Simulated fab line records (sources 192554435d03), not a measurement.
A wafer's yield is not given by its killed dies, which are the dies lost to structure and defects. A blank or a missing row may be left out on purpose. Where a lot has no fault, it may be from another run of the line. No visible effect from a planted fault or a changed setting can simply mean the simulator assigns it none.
Chamber matching / flow n5 finfet / N5_BEOL_M6_CURE_74 on uv cure-03 has 3 sister chambers
The step cures SiCOH lowk, time 240 s. 3 wafers are shown with their chamber, then 8 later ones without.

EACH WAFER AND ITS CHAMBER
wafer=L080.4; chamber=0; wafer_temp_C_max=386.7
wafer=L087.4; chamber=2; wafer_temp_C_max=386.8
wafer=L090.3; chamber=1; wafer_temp_C_max=387.2

WAFERS WHOSE CHAMBER IS MISSING
wafer=L090.4; wafer_temp_C_max=387.2
wafer=L090.6; wafer_temp_C_max=387.2
wafer=L091.2; wafer_temp_C_max=386.7
wafer=L091.3; wafer_temp_C_max=386.6
wafer=L091.6; wafer_temp_C_max=386.7
wafer=L093.1; wafer_temp_C_max=386.7
wafer=L093.2; wafer_temp_C_max=386.5
wafer=L093.4; wafer_temp_C_max=386.3

CHAMBER TAKEN BY EACH
wafer=L090.4; from the rows above=1; in truth=1
wafer=L090.6; from the rows above=1; in truth=1
wafer=L091.2; from the rows above=can't be placed: 0 or 2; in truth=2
wafer=L091.3; from the rows above=can't be placed: 0 or 2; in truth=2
wafer=L091.6; from the rows above=can't be placed: 0 or 2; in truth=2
wafer=L093.1; from the rows above=can't be placed: 0 or 2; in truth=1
wafer=L093.2; from the rows above=can't be placed: 0 or 2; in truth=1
wafer=L093.4; from the rows above=can't be placed: 0 or 2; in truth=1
Correct placement for 2 of the 8. Cannot be placed on the basis of these rows: 6; the candidates contain the true chamber in 3. Placed wrongly: 0.
How it was worked out, from the rows above alone: a wafer's distance from a chamber is the root of the sum, over the readings, of the square of ((its reading less the chamber's mean) divided by the reading's scatter). If the next closest chamber is less than 2 further off than the closest, the wafer can't be placed; otherwise it belongs to the closest. The mean given for a chamber averages the wafers shown for that chamber. The scatter: root of mean squared gap, hidden wafer to nearest shown wafer, with one shown wafer a chamber.
